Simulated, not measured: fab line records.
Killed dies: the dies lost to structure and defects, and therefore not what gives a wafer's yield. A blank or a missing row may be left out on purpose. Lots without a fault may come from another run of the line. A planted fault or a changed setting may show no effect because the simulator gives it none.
fab line records	flow nandHarc	part 1 of 2: steps 1 to 23 of 30
[record] lots = 5	wafers = 15	lastDay = 32
route steps=1302 shown A_STAIRCASE@754
lots that met no fault: from a run of the same line without faults
startH: hours from the record's opening day to when the first of the lot's shown wafers began	waitH: hours since the lot's step before	" same as the row above	L1.1+2: a row that stands for several wafers	- either no value or no given start	* or withheld: withheld	< > ~ a bound
route shown NAME@n: NAME is a module with steps in the file, n the number in the route of the first one	usual: average and standard deviation across the fault-free wafers	same: alike in all rows	chamber/n: place in a boat	sites: the reading at each site	_std_site: their standard deviation	_edge_site: inner sites' mean taken away from outer sites' mean	radiusMm: for every site, how far away it sits from the centre of the wafer	mask NAME#n: copy n	behind: the last tool/chamber to shape the wafer	hold: the reason the lot was held/the length of the hold in hours/how it ended	device: names the non-switching transistor (n, p or np)	end of line: the same wafers' tests at the end of the route	a step given without rows: its recipe and nothing more	killed: dies that structure and defects cost at the first sort, which is not the same as the wafer's yield	map: per-die view of a wafer (x killed, . not killed, _ where there is no die)
set.NAME: the setting that was run; set.NAME@STEP: the one run at that earlier step	model.NAME: the simulator's own value behind a step, which no gauge read
lots at selected steps of the route; one table per step, one row per wafer
services: a tool's chamber out of use, with start hour (startH, from the record's first day; less than 0 if before it), hours out, and reason
[[steps]]
[step NHARC_A_STAIRCASE_PRECLEAN_240]
[recipe] timeS = *	tempC = 50	bathAgeMin = 0	chemistry = SC1
[usual] nh4ohFlowMLMin = 28.30/0.096
lot.wafer	tool	chamber	startH	waitH	nh4ohFlowMLMin
L076.4	wetBench-07	7	-	-	28.40
L076.3	"	0	"	"	28.28
L076.6	"	2	"	"	28.41
L079.2	wetBench-07	2	-	-	28.31
L079.6	"	5	"	"	28.34
L079.5	"	6	"	"	28.38
L083.2	wetBench-04	2	-	-	28.07
L083.5	"	3	"	"	28.47
L083.1	"	6	"	"	28.44
L086.4	wetBench-04	2	-	-	28.41
L086.5	"	6	"	"	28.33
L086.3	"	7	"	"	28.15
L094.3	wetBench-07	0	-	-	28.30
L094.1	"	1	"	"	28.28
L094.4	"	2	"	"	28.38
[step NHARC_A_STAIRCASE_SRD_241]
lot.wafer	tool	chamber	startH	waitH
L076.4+3+6	wetBench-07	7,0,2	-	-
L079.2+6+5	wetBench-07	2,5,6	-	-
L083.2+5+1	wetBench-04	2,3,6	-	-
L086.4+5+3	wetBench-04	2,6,7	-	-
L094.3+1+4	wetBench-07	0,1,2	-	-
[step NHARC_A_STAIRCASE_DEHYDRATE_242]
[recipe] tempC = 150	timeS = 120
[usual] chillPlateTempC = 23.02/0.11	exhaustPa = 45.1/0.9
lot.wafer	tool	chamber	startH	waitH	chillPlateTempC	exhaustPa
L076.3	lithoTrack-07	0	391.82	-	22.94	43.7
L076.4	"	0	"	"	23.09	46.2
L076.6	"	0	"	"	23.10	45.3
L079.2	lithoTrack-03	0	422.75	-	23.12	45.5
L079.5	"	0	"	"	23.20	46.0
L079.6	"	0	"	"	23.07	46.1
L083.1	lithoTrack-07	0	449.89	-	22.99	43.5
L083.2	"	0	"	"	22.83	44.4
L083.5	"	0	"	"	22.93	44.8
L086.3	lithoTrack-07	0	488.18	-	22.96	44.6
L086.4	"	0	"	"	23.01	44.8
L086.5	"	0	"	"	22.95	45.4
L094.1	lithoTrack-02	0	576.96	-	23.10	46.6
L094.3	"	0	"	"	22.97	44.8
L094.4	"	0	"	"	23.04	46.7
[step NHARC_A_STAIRCASE_HMDS_243]
[recipe] timeS = 30
[usual] chillPlateTempC = 23.00/0.1	exhaustPa = 45.1/0.98
lot.wafer	tool	chamber	startH	waitH	chillPlateTempC	exhaustPa
L076.3	lithoTrack-07	0	-	-	23.07	45.1
L076.4	"	0	"	"	23.14	46.0
L076.6	"	0	"	"	22.90	45.9
L079.2	lithoTrack-03	0	-	-	22.96	46.1
L079.5	"	0	"	"	22.98	45.2
L079.6	"	0	"	"	23.02	45.0
L083.1	lithoTrack-07	0	-	-	23.03	45.7
L083.2	"	0	"	"	23.11	44.7
L083.5	"	0	"	"	22.94	46.7
L086.3	lithoTrack-07	0	-	-	23.01	45.1
L086.4	"	0	"	"	23.15	46.0
L086.5	"	0	"	"	23.04	45.6
L094.1	lithoTrack-02	0	-	-	22.98	44.8
L094.3	"	0	"	"	22.94	45.6
L094.4	"	0	"	"	22.91	45.4
[step NHARC_A_STAIRCASE_COAT_244]
[recipe] spinRpm = 1200
[usual] chillPlateTempC = 22.99/0.11	exhaustPa = 45.2/1
lot.wafer	tool	chamber	startH	waitH	chillPlateTempC	exhaustPa
L076.3	lithoTrack-07	0	-	-	22.99	45.8
L076.4	"	0	"	"	23.01	45.9
L076.6	"	0	"	"	22.97	45.4
L079.2	lithoTrack-03	0	-	-	23.19	46.9
L079.5	"	0	"	"	23.10	46.3
L079.6	"	0	"	"	23.04	45.8
L083.1	lithoTrack-07	0	-	-	23.02	44.8
L083.2	"	0	"	"	23.08	44.4
L083.5	"	0	"	"	22.93	44.8
L086.3	lithoTrack-07	0	-	-	23.00	45.9
L086.4	"	0	"	"	22.96	44.5
L086.5	"	0	"	"	22.99	46.2
L094.1	lithoTrack-02	0	-	-	23.20	45.1
L094.3	"	0	"	"	23.22	45.6
L094.4	"	0	"	"	23.12	45.1
[step NHARC_A_STAIRCASE_SOFTBAKE_245]
[recipe] tempC = 135	timeS = 170
[usual] chillPlateTempC = 22.99/0.11	exhaustPa = 45.2/0.83
lot.wafer	tool	chamber	startH	waitH	chillPlateTempC	exhaustPa
L076.3	lithoTrack-07	0	-	-	23.02	45.9
L076.4	"	0	"	"	22.93	44.1
L076.6	"	0	"	"	22.96	45.5
L079.2	lithoTrack-03	0	-	-	22.87	44.6
L079.5	"	0	"	"	23.03	43.7
L079.6	"	0	"	"	22.79	44.4
L083.1	lithoTrack-07	0	-	-	22.87	45.5
L083.2	"	0	"	"	23.00	45.4
L083.5	"	0	"	"	22.92	45.8
L086.3	lithoTrack-07	0	-	-	23.07	43.4
L086.4	"	0	"	"	23.15	44.7
L086.5	"	0	"	"	22.87	45.8
L094.1	lithoTrack-02	0	-	-	22.81	44.5
L094.3	"	0	"	"	23.14	44.4
L094.4	"	0	"	"	22.99	45.2
[step NHARC_A_STAIRCASE_EBR_246]
[usual] chillPlateTempC = 22.98/0.1	exhaustPa = 45.1/0.96
lot.wafer	tool	chamber	startH	waitH	chillPlateTempC	exhaustPa
L076.3	lithoTrack-07	0	-	-	23.04	44.5
L076.4	"	0	"	"	22.96	44.9
L076.6	"	0	"	"	23.01	44.9
L079.2	lithoTrack-03	0	-	-	23.10	44.6
L079.5	"	0	"	"	23.07	44.7
L079.6	"	0	"	"	23.14	46.5
L083.1	lithoTrack-07	0	-	-	22.89	45.3
L083.2	"	0	"	"	23.06	43.8
L083.5	"	0	"	"	22.89	45.9
L086.3	lithoTrack-07	0	-	-	23.15	45.1
L086.4	"	0	"	"	22.96	46.2
L086.5	"	0	"	"	23.19	45.8
L094.1	lithoTrack-02	0	-	-	22.93	44.3
L094.3	"	0	"	"	22.89	45.3
L094.4	"	0	"	"	22.93	45.4
[step NHARC_A_STAIRCASE_EXPOSE_247]
[recipe] na = 0.5	doseMj = 25.34	maskId = SDS_1
[usual] focusOffsetNm = -0.1/0.52	stageVelMmS = 500.06/0.24
lot.wafer	tool	chamber	startH	waitH	mask	focusOffsetNm	stageVelMmS
L076.3	krfScanner-04	0	392.04	-	SDS_1#0	0.6	500.25
L076.4	"	0	"	"	SDS_1#0	-0.4	500.41
L076.6	"	0	"	"	SDS_1#0	0.1	500.62
L079.2	krfScanner-01	0	423.09	-	SDS_1#0	-0.1	500.07
L079.5	"	0	"	"	SDS_1#0	-0.4	500.15
L079.6	"	0	"	"	SDS_1#0	0.6	500.14
L083.1	krfScanner-03	0	450.22	-	SDS_1#0	0.1	500.01
L083.2	"	0	"	"	SDS_1#0	-0.4	499.69
L083.5	"	0	"	"	SDS_1#0	0.2	499.53
L086.3	krfScanner-04	0	488.52	-	SDS_1#0	-0.1	500.31
L086.4	"	0	"	"	SDS_1#0	-0.3	499.84
L086.5	"	0	"	"	SDS_1#0	0.1	499.75
L094.1	krfScanner-03	0	577.29	-	SDS_1#0	0.3	500.09
L094.3	"	0	"	"	SDS_1#0	1.0	499.84
L094.4	"	0	"	"	SDS_1#0	0.4	500.25
[step NHARC_A_STAIRCASE_PEB_248]
[recipe] pebTempC = 115	pebTimeS = 130
[usual] chillPlateTempC = 22.99/0.096	exhaustPa = 45.0/1
lot.wafer	tool	chamber	startH	waitH	chillPlateTempC	exhaustPa
L076.3	lithoTrack-02	0	392.09	0.1	23.01	45.1
L076.4	"	0	"	"	22.97	45.1
L076.6	"	0	"	"	23.03	46.9
L079.2	lithoTrack-02	0	423.15	0.1	23.07	46.8
L079.5	"	0	"	"	23.12	45.3
L079.6	"	0	"	"	23.05	45.5
L083.1	lithoTrack-07	0	450.29	0.1	22.81	45.0
L083.2	"	0	"	"	22.76	45.7
L083.5	"	0	"	"	22.79	45.6
L086.3	lithoTrack-03	0	488.58	0.1	23.04	44.8
L086.4	"	0	"	"	23.02	46.0
L086.5	"	0	"	"	22.99	42.7
L094.1	lithoTrack-03	0	577.36	0.1	22.90	45.0
L094.3	"	0	"	"	22.93	45.3
L094.4	"	0	"	"	22.89	44.4
[step NHARC_A_STAIRCASE_DEVELOP_249]
[recipe] timeS = 140
[usual] chillPlateTempC = 22.99/0.1	exhaustPa = 45.0/0.84
lot.wafer	tool	chamber	startH	waitH	chillPlateTempC	exhaustPa
L076.3	lithoTrack-02	0	-	-	23.03	44.2
L076.4	"	0	"	"	23.12	43.8
L076.6	"	0	"	"	22.98	45.7
L079.2	lithoTrack-02	0	-	-	22.95	46.0
L079.5	"	0	"	"	22.92	46.0
L079.6	"	0	"	"	23.08	45.4
L083.1	lithoTrack-07	0	-	-	22.95	45.4
L083.2	"	0	"	"	22.96	44.4
L083.5	"	0	"	"	23.07	45.5
L086.3	lithoTrack-03	0	-	-	22.93	46.9
L086.4	"	0	"	"	22.83	46.1
L086.5	"	0	"	"	23.02	45.0
L094.1	lithoTrack-03	0	-	-	23.02	43.8
L094.3	"	0	"	"	23.09	45.8
L094.4	"	0	"	"	23.09	43.9
[step NHARC_A_STAIRCASE_HARDBAKE_251]
[recipe] tempC = 120	timeS = 140
[usual] chillPlateTempC = 23.01/0.11	exhaustPa = 44.9/0.85
lot.wafer	tool	chamber	startH	waitH	chillPlateTempC	exhaustPa
L076.3	lithoTrack-02	0	392.32	-	22.97	45.2
L076.4	"	0	"	"	23.13	44.7
L076.6	"	0	"	"	23.02	46.4
L079.2	lithoTrack-07	0	423.37	-	23.02	44.6
L079.5	"	0	"	"	22.91	44.7
L079.6	"	0	"	"	23.05	44.8
L083.1	lithoTrack-07	0	450.51	-	23.19	44.3
L083.2	"	0	"	"	23.01	44.9
L083.5	"	0	"	"	23.10	46.4
L086.3	lithoTrack-03	0	488.80	-	22.91	44.8
L086.4	"	0	"	"	22.93	45.9
L086.5	"	0	"	"	23.10	44.9
L094.1	lithoTrack-03	0	577.57	-	22.93	45.2
L094.3	"	0	"	"	22.90	45.6
L094.4	"	0	"	"	22.90	45.0
[step NHARC_A_STAIRCASE_DESCUM_252]
[recipe] timeS = 3	o2FlowSccm = 200	arFlowSccm = 0	biasPowerW = 0	chemistry = O2
[usual] drypumpMotorCurrentA = 5.8/0.38	oesProductAu = 1.006/0.012	rfVppV = 58.0/0.9	showerheadPlenumPTorr = 1.95/0.094	throttleValvePct = 11.311/0.0091
lot.wafer	tool	chamber	startH	waitH	drypumpMotorCurrentA	oesProductAu	rfHoursCounterH	rfVppV	showerheadPlenumPTorr	throttleValvePct
L076.3	rieDiel-02	2	392.47	-	6.1	1.013	47	56.6	1.81	11.313
L076.4	"	3	"	"	5.5	0.997	-	58.4	2.06	11.315
L076.6	"	2	"	"	6.1	1.023	-	56.9	1.80	11.323
L079.2	rieDiel-02	1	423.48	-	6.2	1.024	7	55.6	1.92	11.315
L079.6	"	3	"	"	5.5	0.995	-	58.2	2.06	11.315
L079.5	"	0	"	"	6.1	1.004	-	57.8	1.86	11.328
L083.1	rieDiel-01	1	450.60	-	6.1	1.000	22	58.0	1.88	11.313
L083.2	"	3	"	"	5.7	1.003	21	57.9	2.04	11.316
L083.5	"	1	"	"	6.1	0.998	-	57.2	1.88	11.326
L086.3	rieDiel-10	0	488.88	-	5.4	0.993	18	58.6	2.05	11.315
L086.4	"	1	"	"	5.8	1.011	12	58.1	1.92	11.316
L086.5	"	0	"	"	5.4	0.990	-	59.0	2.05	11.298
L094.4	rieDiel-01	2	577.69	-	5.9	0.988	6	57.7	2.03	11.318
L094.3	"	3	"	"	5.7	1.003	6	57.5	2.02	11.298
L094.1	"	1	"	"	6.1	1.012	4	56.8	1.87	11.318
[step NHARC_A_STAIRCASE_ETCH_253]
[recipe] targetDepthA = 500	timeS = 20.2	ionEnergyEv = 400	c4f8FlowSccm = 20	o2FlowSccm = 10	arFlowSccm = withheld	rfW = 600	biasW = 1000	chemistry = C4F8/O2
[usual] biasW = 999.4/2.8	oesProductAu = 0.962/0.021	rfFwdPowerW = 588/3.7	rfVppV = 898/5.8
lot.wafer	tool	chamber	startH	waitH	biasW	oesProductAu	rfFwdPowerW	rfHoursCounterH	rfVppV
L076.3	rieDiel-02	2	392.55	0.1	1002.9	0.958	586	47	889
L076.6	"	3	"	"	995.6	0.949	592	-	905
L076.4	"	1	"	"	995.7	0.946	587	-	896
L079.2	rieDiel-02	3	423.55	0.1	1003.2	0.933	590	10	905
L079.6	"	2	"	"	1001.3	0.964	585	-	888
L079.5	"	3	"	"	996.7	0.936	589	-	905
L083.2	rieDiel-01	1	450.69	0.1	996.0	0.958	585	22	894
L083.1	"	3	"	"	995.3	0.980	586	21	904
L083.5	"	1	"	"	998.4	0.946	587	-	894
L086.3	rieDiel-10	0	488.98	0.1	996.8	0.953	588	18	905
L086.4	"	1	"	"	1000.3	0.977	594	12	896
L086.5	"	0	"	"	997.0	0.953	585	-	904
L094.1	rieDiel-01	1	577.79	0.1	998.0	0.991	584	4	893
L094.4	"	2	"	"	1001.7	0.957	595	6	902
L094.3	"	3	"	"	1000.9	0.971	584	6	903
[step NHARC_A_STAIRCASE_STRIP_254]
[recipe] powerW = 1500	tempC = 250	chemistry = O2
[usual] drypumpMotorCurrentA = 5.7/0.67	heaterPowerW = 304/26
lot.wafer	tool	chamber	startH	waitH	drypumpMotorCurrentA	heaterPowerW	rfHoursCounterH
L076.4	plasmaAsher-02	1	392.74	-	6.4	292	-
L076.3	"	0	"	"	6.2	312	-
L076.6	"	0	"	"	6.3	317	-
L079.2	plasmaAsher-01	0	423.63	-	5.3	294	13
L079.5	"	0	"	"	5.2	287	-
L079.6	"	1	"	"	4.7	321	-
L083.2	plasmaAsher-01	0	450.78	-	5.3	298	20
L083.1	"	1	"	"	4.7	332	20
L083.5	"	0	"	"	5.3	292	-
L086.4	plasmaAsher-01	0	489.15	-	5.3	284	-
L086.3	"	1	"	"	4.7	341	-
L086.5	"	1	"	"	4.7	328	-
L094.1	plasmaAsher-01	0	577.87	-	5.3	295	9
L094.3	"	0	"	"	5.2	278	-
L094.4	"	1	"	"	4.7	359	-
[step NHARC_A_STAIRCASE_STRIP_255]
[recipe] timeS = 900	tempC = 130	chemistry = SPM
lot.wafer	tool	chamber	startH	waitH
L076.3+6+4	wetBench-07	4,5,6	393.01	0.2
L079.2+5+6	wetBench-04	4,5,6	423.98	0.3
L083.5+1+2	wetBench-04	2,6,7	451.13	0.1
L086.5+4+3	wetBench-04	7,1,3	489.41	0.1
L094.1+4+3	wetBench-01	1,2,3	578.23	0.3
[step NHARC_A_STAIRCASE_PRECLEAN_256]
[recipe] timeS = *	tempC = 50	bathAgeMin = 0	chemistry = SC1
[usual] nh4ohFlowMLMin = 28.29/0.089
lot.wafer	tool	chamber	startH	waitH	nh4ohFlowMLMin
L076.3	wetBench-07	4	-	-	28.22
L076.6	"	5	"	"	28.09
L076.4	"	6	"	"	28.56
L079.2	wetBench-04	4	-	-	28.36
L079.5	"	5	"	"	28.42
L079.6	"	6	"	"	28.20
L083.5	wetBench-04	2	-	-	28.09
L083.1	"	6	"	"	28.26
L083.2	"	7	"	"	28.22
L086.5	wetBench-04	7	-	-	28.37
L086.4	"	1	"	"	28.22
L086.3	"	3	"	"	28.21
L094.1	wetBench-01	1	-	-	28.30
L094.4	"	2	"	"	28.37
L094.3	"	3	"	"	28.33
[step NHARC_A_STAIRCASE_SRD_257]
lot.wafer	tool	chamber	startH	waitH
L076.3+6+4	wetBench-07	4,5,6	-	-
L079.2+5+6	wetBench-04	4,5,6	-	-
L083.5+1+2	wetBench-04	2,6,7	-	-
L086.5+4+3	wetBench-04	7,1,3	-	-
L094.1+4+3	wetBench-01	1,2,3	-	-
[step NHARC_A_STAIRCASE_HM_DEP_456]
[recipe] targetThkA = 31000	tempC = 400	material = aC
[usual] susceptorTempC = 400.07/0.24	throttleValvePct = 35.000/0.0088
lot.wafer	tool	chamber	startH	waitH	susceptorTempC	throttleValvePct
L076.3	aclDep-02	0	395.13	-	400.08	34.983
L076.4	"	0	"	"	400.00	34.993
L076.6	"	0	"	"	400.14	34.995
L079.2	aclDep-03	0	424.84	-	399.69	34.995
L079.5	"	0	"	"	399.46	34.986
L079.6	"	0	"	"	399.79	34.998
L083.1	aclDep-02	0	452.10	-	-	34.996
L083.2	"	0	"	"	-	35.011
L083.5	"	0	"	"	-	34.998
L086.3	aclDep-02	0	490.48	-	-	35.012
L086.4	"	0	"	"	-	35.000
L086.5	"	0	"	"	-	34.990
L094.1	aclDep-01	0	578.68	-	-	34.995
L094.3	"	0	"	"	-	34.972
L094.4	"	0	"	"	-	34.986
[step NHARC_A_STAIRCASE_DEP_259]
[recipe] targetThkA = 300	targetThkNm = 30	tempC = 400	pressureTorr = 3.5	flowSccm = 200	rfW = 350	material = SiON
[usual] heaterPowerW = 754/130	rfFwdPowerW = 348.7/1	susceptorTempC = 400.04/0.22
lot.wafer	tool	chamber	startH	waitH	heaterPowerW	rfFwdPowerW	sinceWetCleanH	susceptorTempC
L076.3	pecvd-02	2	396.45	1.0	801	348.0	156	400.02
L076.6	"	0	"	"	794	349.4	-	399.79
L076.4	"	2	"	"	819	349.9	-	399.83
L079.2	pecvd-04	2	426.44	1.3	980	351.1	144	400.21
L079.5	"	1	"	"	540	349.2	-	400.05
L079.6	"	2	"	"	980	348.3	-	399.91
L083.2	pecvd-02	1	453.97	1.3	637	347.8	33	400.17
L083.1	"	2	"	"	798	348.7	33	400.46
L083.5	"	1	"	"	633	349.9	-	400.09
L086.3	pecvd-02	1	491.72	0.9	573	348.9	71	400.01
L086.5	"	1	"	"	577	349.8	-	399.98
L086.4	"	2	"	"	843	348.7	-	400.39
L094.1	pecvd-01	1	580.57	1.6	627	350.9	75	399.65
L094.3	"	0	"	"	890	348.5	75	399.94
L094.4	"	0	"	"	899	347.8	-	400.14
[step NHARC_A_STAIRCASE_DEHYDRATE_260]
[recipe] tempC = 150	timeS = 120
[usual] chillPlateTempC = 23.02/0.11	exhaustPa = 44.7/0.84
lot.wafer	tool	chamber	startH	waitH	chillPlateTempC	exhaustPa
L076.3	lithoTrack-03	0	396.70	0.2	23.00	44.8
L076.4	"	0	"	"	22.75	44.2
L076.6	"	0	"	"	22.53	43.7
L079.2	lithoTrack-02	0	426.75	0.3	22.96	45.2
L079.5	"	0	"	"	23.10	45.0
L079.6	"	0	"	"	23.07	45.2
L083.1	lithoTrack-07	0	454.32	0.3	22.97	44.8
L083.2	"	0	"	"	23.00	44.8
L083.5	"	0	"	"	23.07	45.4
L086.3	lithoTrack-07	0	491.99	0.2	23.17	44.9
L086.4	"	0	"	"	23.09	44.5
L086.5	"	0	"	"	23.04	44.8
L094.1	lithoTrack-03	0	580.84	0.2	22.99	44.3
L094.3	"	0	"	"	22.93	44.9
L094.4	"	0	"	"	23.00	44.6
[step NHARC_A_STAIRCASE_HMDS_261]
[recipe] timeS = 30
[usual] chillPlateTempC = 23.00/0.11	exhaustPa = 45.1/0.91
lot.wafer	tool	chamber	startH	waitH	chillPlateTempC	exhaustPa
L076.3	lithoTrack-03	0	-	-	23.00	46.0
L076.4	"	0	"	"	23.02	45.0
L076.6	"	0	"	"	23.07	45.6
L079.2	lithoTrack-02	0	-	-	23.07	45.4
L079.5	"	0	"	"	23.05	44.8
L079.6	"	0	"	"	22.77	44.9
L083.1	lithoTrack-07	0	-	-	23.09	45.1
L083.2	"	0	"	"	23.24	46.5
L083.5	"	0	"	"	23.13	45.7
L086.3	lithoTrack-07	0	-	-	22.90	47.3
L086.4	"	0	"	"	22.78	45.0
L086.5	"	0	"	"	22.90	46.2
L094.1	lithoTrack-03	0	-	-	22.85	45.4
L094.3	"	0	"	"	22.99	45.2
L094.4	"	0	"	"	23.07	45.4
[step NHARC_A_STAIRCASE_COAT_262]
[recipe] spinRpm = 1200
[usual] chillPlateTempC = 23.01/0.1	exhaustPa = 45.0/0.86
lot.wafer	tool	chamber	startH	waitH	chillPlateTempC	exhaustPa
L076.3	lithoTrack-03	0	-	-	22.94	45.7
L076.4	"	0	"	"	23.11	45.6
L076.6	"	0	"	"	22.93	45.6
L079.2	lithoTrack-02	0	-	-	23.05	44.6
L079.5	"	0	"	"	23.12	43.8
L079.6	"	0	"	"	23.04	45.5
L083.1	lithoTrack-07	0	-	-	22.96	46.1
L083.2	"	0	"	"	22.88	46.5
L083.5	"	0	"	"	23.05	45.0
L086.3	lithoTrack-07	0	-	-	23.04	43.8
L086.4	"	0	"	"	23.00	43.7
L086.5	"	0	"	"	23.19	46.0
L094.1	lithoTrack-03	0	-	-	22.92	45.8
L094.3	"	0	"	"	23.06	44.4
L094.4	"	0	"	"	23.00	44.5
[step NHARC_A_STAIRCASE_SOFTBAKE_263]
[recipe] tempC = 135	timeS = 170
[usual] chillPlateTempC = 23.00/0.11	exhaustPa = 44.9/0.99
lot.wafer	tool	chamber	startH	waitH	chillPlateTempC	exhaustPa
L076.3	lithoTrack-03	0	-	-	23.07	44.8
L076.4	"	0	"	"	23.08	43.9
L076.6	"	0	"	"	23.03	44.9
L079.2	lithoTrack-02	0	-	-	23.05	44.1
L079.5	"	0	"	"	23.10	44.4
L079.6	"	0	"	"	22.98	44.6
L083.1	lithoTrack-07	0	-	-	22.92	44.8
L083.2	"	0	"	"	22.93	44.8
L083.5	"	0	"	"	22.91	44.7
L086.3	lithoTrack-07	0	-	-	22.89	47.2
L086.4	"	0	"	"	23.03	44.5
L086.5	"	0	"	"	22.92	46.5
L094.1	lithoTrack-03	0	-	-	22.92	46.1
L094.3	"	0	"	"	23.07	47.1
L094.4	"	0	"	"	23.12	47.1
